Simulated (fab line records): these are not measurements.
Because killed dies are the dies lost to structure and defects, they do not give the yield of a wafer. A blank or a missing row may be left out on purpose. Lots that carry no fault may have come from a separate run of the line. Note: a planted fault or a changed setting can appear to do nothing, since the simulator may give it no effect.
Which tool is to blame? | flow nandHarc | 72 wafers from 24 lots sampled at 5 of the route's 1302 steps

== WHAT THE GAUGES SHOWED, per wafer ==
NHARC_P_STI_OVL_MEAS_10. Usual: overlayXNm 1 nm, standard deviation 7.6; overlayYNm 0 nm, standard deviation 6.4.
lot  | measured     | on         | overlayXNm (nm) | overlayYNm (nm) | flag
L074 | day 2 19:56  | overlay-01 | 4 4 5           | 3 4 2           | 
L075 | day 3 07:20  | overlay-02 | -2 -2 -1        | 1 2 2           | 
L076 | day 3 15:20  | overlay-01 | 13 14 14        | 14 14 14        | 
L077 | day 4 04:14  | overlay-01 | -11 -12 -11     | -5 -5 -5        | 
L078 | day 4 14:29  | overlay-01 | 4 4 4           | -6 -6 -6        | 
L079 | day 4 21:51  | overlay-02 | 14 14 14        | 0 1 0           | 
L080 | day 5 08:29  | overlay-02 | 11 11 12        | -3 -3 -3        | 
L081 | day 5 17:37  | overlay-01 | 0 -1 -1         | 12 12 12        | 
L082 | day 6 02:10  | overlay-01 | 8 8 8           | 2 3 3           | 
L083 | day 6 16:25  | overlay-02 | -9 -9 -9        | -9 -9 -9        | 
L084 | day 7 00:00  | overlay-02 | 3 4 4           | 0 0 1           | 
L085 | day 7 11:31  | overlay-01 | -10 -9 -9       | -7 -6 -6        | 
L086 | day 7 19:34  | overlay-02 | -7 -8 -7        | -3 -2 -2        | 
L087 | day 8 04:45  | overlay-01 | -7 -8 -7        | -3 -3 -3        | 
L088 | day 8 14:31  | overlay-02 | 4 3 4           | -3 -4 -3        | 
L089 | day 9 01:19  | overlay-01 | 10 10 10        | -7 -7 -8        | 
L090 | day 9 11:52  | overlay-02 | 3 3 3           | -4 -4 -3        | 
L091 | day 9 20:39  | overlay-02 | -1 -1 -1        | -1 -1 -1        | 
L092 | day 10 12:46 | overlay-02 | -2 -2 -3        | 12 12 12        | 
L093 | day 10 22:55 | overlay-02 | -4 -4 -4        | 7 8 8           | 
L094 | day 11 03:07 | overlay-02 | -8 -9 -8        | -6 -6 -6        | 
L095 | day 11 13:02 | overlay-02 | -6 -6 -6        | -6 -6 -6        | 
L096 | day 11 22:10 | overlay-01 | 1 1 2           | 7 6 6           | 
L097 | day 12 08:38 | overlay-02 | 10 11 11        | -5 -5 -5        | 

NHARC_P_CONTACT_OVL_MEAS_13. Usual: overlayXNm -0.1 nm, standard deviation 0.86; overlayYNm -0.3 nm, standard deviation 0.91.
lot  | measured     | on         | overlayXNm (nm) | overlayYNm (nm) | flag
L074 | day 5 18:27  | overlay-02 | 0.1 0.5 -0.1    | 1.4 1.4 1.1     | 
L075 | day 6 12:22  | overlay-02 | -1.0 -1.0 -0.7  | -1.1 -1.1 -1.0  | 
L076 | day 6 14:43  | overlay-02 | -0.3 -0.1 0.1   | -1.3 -1.3 -1.3  | 
L077 | day 7 08:21  | overlay-01 | -1.1 -0.4 -0.8  | -1.2 -0.9 -1.5  | 
L078 | day 7 15:20  | overlay-01 | 0.0 0.0 0.1     | -0.3 0.2 -0.5   | 
L079 | day 7 20:02  | overlay-02 | 0.1 0.5 0.6     | -0.9 -0.5 -0.3  | 
L080 | day 8 08:00  | overlay-01 | 0.4 0.4 0.0     | 0.0 0.2 0.7     | 
L081 | day 8 18:39  | overlay-01 | 1.6 0.8 0.7     | -2.0 -1.9 -2.0  | 
L082 | day 9 07:44  | overlay-02 | -0.7 -1.0 -0.6  | 0.9 1.3 1.1     | 
L083 | day 9 20:30  | overlay-02 | 0.2 -0.4 0.0    | 0.1 0.5 0.3     | 
L084 | day 9 22:14  | overlay-01 | -2.3 -1.4 -1.1  | 0.3 0.0 0.6     | 
L085 | day 10 11:01 | overlay-02 | -0.3 -1.1 -0.8  | 0.6 0.7 0.0     | 
L086 | day 10 17:32 | overlay-02 | 1.0 0.9 0.5     | -2.0 -1.9 -1.6  | 
L087 | day 11 05:01 | overlay-02 | 0.1 0.4 0.0     | 1.8 1.0 1.1     | 
L088 | day 12 00:39 | overlay-02 | 0.1 0.7 0.5     | -0.4 -0.3 -0.4  | 
L089 | day 11 23:55 | overlay-01 | 1.2 1.1 0.7     | 0.3 0.2 0.2     | 
L090 | day 12 12:41 | overlay-01 | 0.8 -0.2 0.5    | -0.2 -0.1 -0.2  | 
L091 | day 12 23:53 | overlay-01 | -1.0 -0.2 -0.2  | 0.2 0.5 -0.5    | 
L092 | day 13 12:49 | overlay-01 | 0.3 0.1 0.1     | 0.0 0.0 -0.2    | 
L093 | day 13 23:49 | overlay-01 | 0.4 -0.1 0.0    | -0.6 -0.7 -0.1  | 
L094 | day 14 00:43 | overlay-02 | -1.5 -2.1 -1.4  | -1.0 -1.1 -1.5  | 
L095 | day 14 18:31 | overlay-01 | 0.1 0.3 0.4     | -0.5 -0.7 -0.8  | 
L096 | day 14 23:17 | overlay-01 | 1.0 0.7 0.8     | -1.4 -1.1 -1.3  | 
L097 | day 15 08:53 | overlay-02 | -1.5 -2.5 -2.7  | 0.9 -0.1 1.1    | 

== WHICH TOOL RAN EACH LOT (tool, then ch and the chambers of the sampled wafers, then the start) ==
lot  | NHARC_P_STI_ETCH_31                          | NHARC_P_GATE_STRIP_108            | NHARC_P_GATE_DESCUM_93
L074 | rieDiel-13 ch 0,1, day 4 23:07 or earlier    | rieDiel-11 ch 1,3, day 4 23:07    | rieDiel-11 ch 1,3, day 5 13:43
L075 | rieDiel-12 ch 0,1, day 5 16:49 or earlier    | rieDiel-11 ch 1,2,3, day 5 16:49  | rieDiel-03 ch 0,3, day 6 07:40
L076 | rieDiel-13 ch 1,2,3, day 5 19:03 or earlier  | rieDiel-11 ch 1,2,3, day 5 19:03  | rieDiel-06 ch 1,2, day 6 10:07
L077 | rieDiel-12 ch 0,2,3, day 6 13:04 or earlier  | rieDiel-11 ch 0,1,3, day 6 13:04  | rieDiel-06 ch 0,1,2, day 7 03:53
L078 | rieDiel-02 ch 0,2, day 6 20:02 or earlier    | rieDiel-11 ch 2,3, day 6 20:02    | rieDiel-03 ch 0,1, day 7 10:52
L079 | rieDiel-02 ch 0,2,3, day 7 00:22 or earlier  | rieDiel-11 ch 0,1,2, day 7 00:22  | rieDiel-11 ch 1,2, day 7 15:11
L080 | rieDiel-13 ch 1,2,3, day 7 12:31 or earlier  | rieDiel-06 ch 0,1,3, day 7 12:31  | rieDiel-06 ch 0,2,3, day 8 03:16
L081 | rieDiel-13 ch 0,2,3, day 7 23:13 or earlier  | rieDiel-06 ch 0,3, day 7 23:13    | rieDiel-03 ch 1,2,3, day 8 13:53
L082 | rieDiel-13 ch 0,2, day 8 10:28 or earlier    | rieDiel-06 ch 0,1, day 8 10:28    | rieDiel-06 ch 0,3, day 9 03:15
L083 | rieDiel-02 ch 1,2,3, day 9 01:19 or earlier  | rieDiel-11 ch 0,2, day 9 01:19    | rieDiel-03 ch 1,2, day 9 15:59
L084 | rieDiel-13 ch 0,1,3, day 9 01:08 or earlier  | rieDiel-03 ch 1,2, day 9 01:08    | rieDiel-03 ch 0,1,3, day 9 17:47
L085 | rieDiel-13 ch 1,3, day 9 13:35 or earlier    | rieDiel-03 ch 0,2, day 9 13:35    | rieDiel-03 ch 1,3, day 10 06:25
L086 | rieDiel-12 ch 1,2,3, day 9 21:55 or earlier  | rieDiel-11 ch 1,2, day 9 21:55    | rieDiel-06 ch 0,3, day 10 12:40
L087 | rieDiel-02 ch 0,1,3, day 10 09:41 or earlier | rieDiel-06 ch 0,3, day 10 09:41   | rieDiel-06 ch 0,1,2, day 11 00:31
L088 | rieDiel-13 ch 1,2, day 11 04:53 or earlier   | rieDiel-06 ch 0,1, day 11 04:53   | rieDiel-06 ch 0,3, day 11 20:02
L089 | rieDiel-12 ch 0,1,3, day 11 04:40 or earlier | rieDiel-11 ch 0,1,2, day 11 04:40 | rieDiel-03 ch 0,1, day 11 19:24
L090 | rieDiel-12 ch 0,1, day 11 17:10 or earlier   | rieDiel-03 ch 0,1, day 11 17:10   | rieDiel-03 ch 0,3, day 12 07:53
L091 | rieDiel-13 ch 0,2,3, day 12 04:29 or earlier | rieDiel-06 ch 0,3, day 12 04:29   | rieDiel-11 ch 0,3, day 12 19:16
L092 | rieDiel-13 ch 0,3, day 12 17:44 or earlier   | rieDiel-11 ch 0,3, day 12 17:44   | rieDiel-06 ch 0,1, day 13 08:19
L093 | rieDiel-12 ch 0,1,2, day 13 04:36 or earlier | rieDiel-06 ch 0,3, day 13 04:36   | rieDiel-03 ch 0,2,3, day 13 19:21
L094 | rieDiel-13 ch 0,1,2, day 13 05:22 or earlier | rieDiel-06 ch 0,1,3, day 13 05:22 | rieDiel-11 ch 0,1,3, day 13 20:02
L095 | rieDiel-13 ch 1,2, day 13 23:22 or earlier   | rieDiel-11 ch 0,1, day 13 23:22   | rieDiel-11 ch 1,3, day 14 13:54
L096 | rieDiel-12 ch 0,3, day 14 04:08 or earlier   | rieDiel-03 ch 1,2,3, day 14 04:08 | rieDiel-03 ch 0,1,3, day 14 18:50
L097 | rieDiel-02 ch 1,2, day 14 13:21 or earlier   | rieDiel-03 ch 1,3, day 14 13:21   | rieDiel-03 ch 1,2,3, day 15 04:07
- NHARC_P_STI_ETCH_31: etches the open film in CF4/CHF3, target depth 108.9 nm, time 54.5 s.
- NHARC_P_GATE_STRIP_108: strips in O2.
- NHARC_P_GATE_DESCUM_93: chemistry O2, time 3 s.

== AS READ BY THE TOOLS THEMSELVES (means over the sampled wafers that have a number; for cases with no such wafer, the mark the record gives instead) ==
NHARC_P_STI_ETCH_31. Usual: chf3FlowSccm 30.00 sccm, standard deviation 0.1; drypumpMotorCurrentA 6.12 A, standard deviation 0.3; oesProductAu 0.963 a.u., standard deviation 0.015; rfVppV 371.7 V, standard deviation 2.2; showerheadPlenumPTorr 1.61 Torr, standard deviation 0.061; throttleValvePct 16.803 %, standard deviation 0.009.
lot  | tool       | chf3FlowSccm (sccm) | drypumpMotorCurrentA (A) | oesProductAu (a.u.) | rfVppV (V) | showerheadPlenumPTorr (Torr) | throttleValvePct (%) | flag
L074 | rieDiel-13 | 30.03               | 6.40                     | 0.952               | 371.9      | 1.61                         | 16.805               | 
L075 | rieDiel-12 | 29.96               | 5.87                     | 0.961               | 371.6      | 1.59                         | 16.799               | 
L076 | rieDiel-13 | 29.91               | 6.00                     | 0.960               | 372.3      | 1.64                         | 16.809               | 
L077 | rieDiel-12 | 29.87               | 6.33                     | 0.952               | 370.5      | 1.58                         | 16.798               | 
L078 | rieDiel-02 | 30.05               | 5.87                     | 0.978               | 371.7      | 1.61                         | 16.805               | 
L079 | rieDiel-02 | 29.92               | 5.97                     | 0.973               | 372.9      | 1.65                         | 16.808               | 
L080 | rieDiel-13 | 30.03               | 5.97                     | 0.970               | 372.8      | 1.64                         | 16.804               | 
L081 | rieDiel-13 | 29.90               | 6.07                     | 0.979               | 371.1      | 1.60                         | 16.807               | 
L082 | rieDiel-13 | 30.14               | 6.30                     | 0.964               | 369.7      | 1.55                         | 16.804               | 
L083 | rieDiel-02 | 30.03               | 6.18                     | 0.966               | 373.5      | 1.67                         | 16.799               | 
L084 | rieDiel-13 | 29.95               | 6.24                     | 0.928               | 372.3      | 1.62                         | 16.804               | 
L085 | rieDiel-13 | 29.97               | 6.20                     | 0.968               | 373.3      | 1.65                         | 16.797               | 
L086 | rieDiel-12 | 29.89               | 6.14                     | 0.972               | 368.6      | 1.54                         | 16.798               | 
L087 | rieDiel-02 | 30.13               | 6.08                     | 0.933               | 373.7      | 1.65                         | 16.796               | 
L088 | rieDiel-13 | 30.07               | 5.91                     | 0.968               | 371.2      | 1.60                         | 16.810               | 
L089 | rieDiel-12 | 29.89               | 6.14                     | 0.971               | 370.6      | 1.60                         | 16.811               | 
L090 | rieDiel-12 | 30.04               | 6.04                     | 0.957               | 372.7      | 1.62                         | 16.803               | 
L091 | rieDiel-13 | 29.95               | 6.06                     | 0.975               | 371.6      | 1.60                         | 16.792               | 
L092 | rieDiel-13 | 30.01               | 6.12                     | 0.970               | 371.9      | 1.63                         | 16.804               | 
L093 | rieDiel-12 | 29.99               | 6.09                     | 0.970               | 369.8      | 1.56                         | 16.810               | 
L094 | rieDiel-13 | 30.04               | 6.19                     | 0.975               | 370.0      | 1.59                         | 16.798               | 
L095 | rieDiel-13 | 30.08               | 5.94                     | 0.944               | 371.7      | 1.60                         | 16.802               | 
L096 | rieDiel-12 | 30.10               | 6.33                     | 0.973               | 372.7      | 1.63                         | 16.800               | 
L097 | rieDiel-02 | 29.96               | 6.11                     | 0.971               | 373.4      | 1.65                         | 16.807               | 

NHARC_P_GATE_STRIP_108. Usual: drypumpMotorCurrentA 5.8 A, standard deviation 0.31; oesProductAu 0.997 a.u., standard deviation 0.0085; rfVppV 58.0 V, standard deviation 0.86; showerheadPlenumPTorr 3.61 Torr, standard deviation 0.12; throttleValvePct 17.036 %, standard deviation 0.0088.
lot  | tool       | drypumpMotorCurrentA (A) | oesProductAu (a.u.) | rfVppV (V) | showerheadPlenumPTorr (Torr) | throttleValvePct (%) | flag
L074 | rieDiel-11 | 6.1                      | 0.998               | 58.0       | 3.62                         | 17.029               | 
L075 | rieDiel-11 | 5.9                      | 0.999               | 58.4       | 3.64                         | 17.036               | 
L076 | rieDiel-11 | 5.9                      | 1.003               | 58.0       | 3.64                         | 17.046               | 
L077 | rieDiel-11 | 6.0                      | 0.998               | 57.9       | 3.61                         | 17.033               | 
L078 | rieDiel-11 | 5.9                      | 0.998               | 57.5       | 3.57                         | 17.030               | 
L079 | rieDiel-11 | 6.0                      | 1.002               | 58.4       | 3.70                         | 17.043               | 
L080 | rieDiel-06 | 5.8                      | 0.989               | 57.5       | 3.59                         | 17.038               | 
L081 | rieDiel-06 | 6.0                      | 0.996               | 58.4       | 3.63                         | 17.037               | 
L082 | rieDiel-06 | 5.9                      | 1.004               | 58.7       | 3.68                         | 17.040               | 
L083 | rieDiel-11 | 5.8                      | 1.003               | 58.3       | 3.72                         | 17.035               | 
L084 | rieDiel-03 | 5.9                      | 1.003               | 58.4       | 3.47                         | 17.039               | 
L085 | rieDiel-03 | 5.7                      | 0.994               | 57.8       | 3.66                         | 17.032               | 
L086 | rieDiel-11 | 5.9                      | 0.993               | 58.7       | 3.72                         | 17.032               | 
L087 | rieDiel-06 | 5.9                      | 0.997               | 58.8       | 3.54                         | 17.034               | 
L088 | rieDiel-06 | 5.9                      | 0.986               | 58.4       | 3.68                         | 17.036               | 
L089 | rieDiel-11 | 6.0                      | 0.995               | 58.7       | 3.69                         | 17.034               | 
L090 | rieDiel-03 | 5.6                      | 0.993               | 58.4       | 3.54                         | 17.040               | 
L091 | rieDiel-06 | 6.1                      | 0.988               | 58.0       | 3.62                         | 17.036               | 
L092 | rieDiel-11 | 5.9                      | 0.998               | 57.7       | 3.54                         | 17.047               | 
L093 | rieDiel-06 | 5.9                      | 0.995               | 57.8       | 3.54                         | 17.045               | 
L094 | rieDiel-06 | 5.8                      | 0.988               | 57.9       | 3.59                         | 17.036               | 
L095 | rieDiel-11 | 6.1                      | 0.996               | 57.5       | 3.66                         | 17.043               | 
L096 | rieDiel-03 | 5.6                      | 1.012               | 58.2       | 3.60                         | 17.028               | 
L097 | rieDiel-03 | 5.1                      | 1.001               | 57.8       | 3.60                         | 17.033               | 

NHARC_P_GATE_DESCUM_93. Usual: drypumpMotorCurrentA 5.7 A, standard deviation 0.43; oesProductAu 0.999 a.u., standard deviation 0.0088; rfVppV 57.9 V, standard deviation 0.84; showerheadPlenumPTorr 1.96 Torr, standard deviation 0.073; throttleValvePct 11.312 %, standard deviation 0.0093.
lot  | tool       | drypumpMotorCurrentA (A) | oesProductAu (a.u.) | rfVppV (V) | showerheadPlenumPTorr (Torr) | throttleValvePct (%) | flag
L074 | rieDiel-11 | 6.0                      | 1.000               | 58.0       | 1.93                         | 11.307               | 
L075 | rieDiel-03 | 5.3                      | 0.993               | 58.8       | 2.00                         | 11.304               | 
L076 | rieDiel-06 | 5.6                      | 1.001               | 58.5       | 1.94                         | 11.305               | 
L077 | rieDiel-06 | 5.9                      | 0.987               | 58.4       | 1.96                         | 11.312               | 
L078 | rieDiel-03 | 5.7                      | 1.004               | 57.5       | 1.87                         | 11.308               | 
L079 | rieDiel-11 | 6.1                      | 1.001               | 58.4       | 2.01                         | 11.304               | 
L080 | rieDiel-06 | 6.0                      | 0.997               | 57.4       | 1.93                         | 11.315               | 
L081 | rieDiel-03 | 5.5                      | 1.001               | 56.9       | 1.95                         | 11.305               | 
L082 | rieDiel-06 | 5.9                      | 1.002               | 58.1       | 1.92                         | 11.317               | 
L083 | rieDiel-03 | 6.0                      | 1.012               | 58.3       | 1.95                         | 11.316               | 
L084 | rieDiel-03 | 5.4                      | 1.008               | 58.8       | 1.94                         | 11.315               | 
L085 | rieDiel-03 | 5.1                      | 1.002               | 57.6       | 1.96                         | 11.321               | 
L086 | rieDiel-06 | 5.9                      | 0.999               | 57.3       | 1.92                         | 11.313               | 
L087 | rieDiel-06 | 5.9                      | 1.002               | 57.7       | 1.96                         | 11.314               | 
L088 | rieDiel-06 | 5.8                      | 0.998               | 58.3       | 1.92                         | 11.313               | 
L089 | rieDiel-03 | 5.7                      | 1.002               | 58.0       | 1.86                         | 11.313               | 
L090 | rieDiel-03 | 5.0                      | 1.007               | 58.3       | 2.01                         | 11.320               | 
L091 | rieDiel-11 | 5.9                      | 1.000               | 57.9       | 1.92                         | 11.310               | 
L092 | rieDiel-06 | 5.6                      | 0.989               | 58.9       | 1.98                         | 11.309               | 
L093 | rieDiel-03 | 5.5                      | 1.007               | 57.6       | 2.01                         | 11.316               | 
L094 | rieDiel-11 | 6.0                      | 0.996               | 57.3       | 1.96                         | 11.309               | 
L095 | rieDiel-11 | 6.0                      | 1.001               | 58.0       | 1.93                         | 11.318               | 
L096 | rieDiel-03 | 5.3                      | 1.008               | 57.2       | 1.94                         | 11.311               | 
L097 | rieDiel-03 | 5.6                      | 1.004               | 58.0       | 1.95                         | 11.311               | 

== THE ANSWER, worked out from the rows above alone ==
Rule: take the mean of a lot's wafers that have a number; if it is more than 3 standard deviations from the usual mean, the lot is off. A lot without any number at a reading at which 4 lots or more have one is off too. Any other lot the step has rows for is counted as sound. The gauges are gone through in route order, then the tools' own readings, and for those a lot's mean is taken as printed above. At the first step where some lot is off, the reading lying furthest off is the one used; lots without a number count as furthest.
Across all readings shown, no lot is off: no conclusion can be drawn from this.

== WHAT HAD BEEN PUT IN BY THE SIMULATOR ==
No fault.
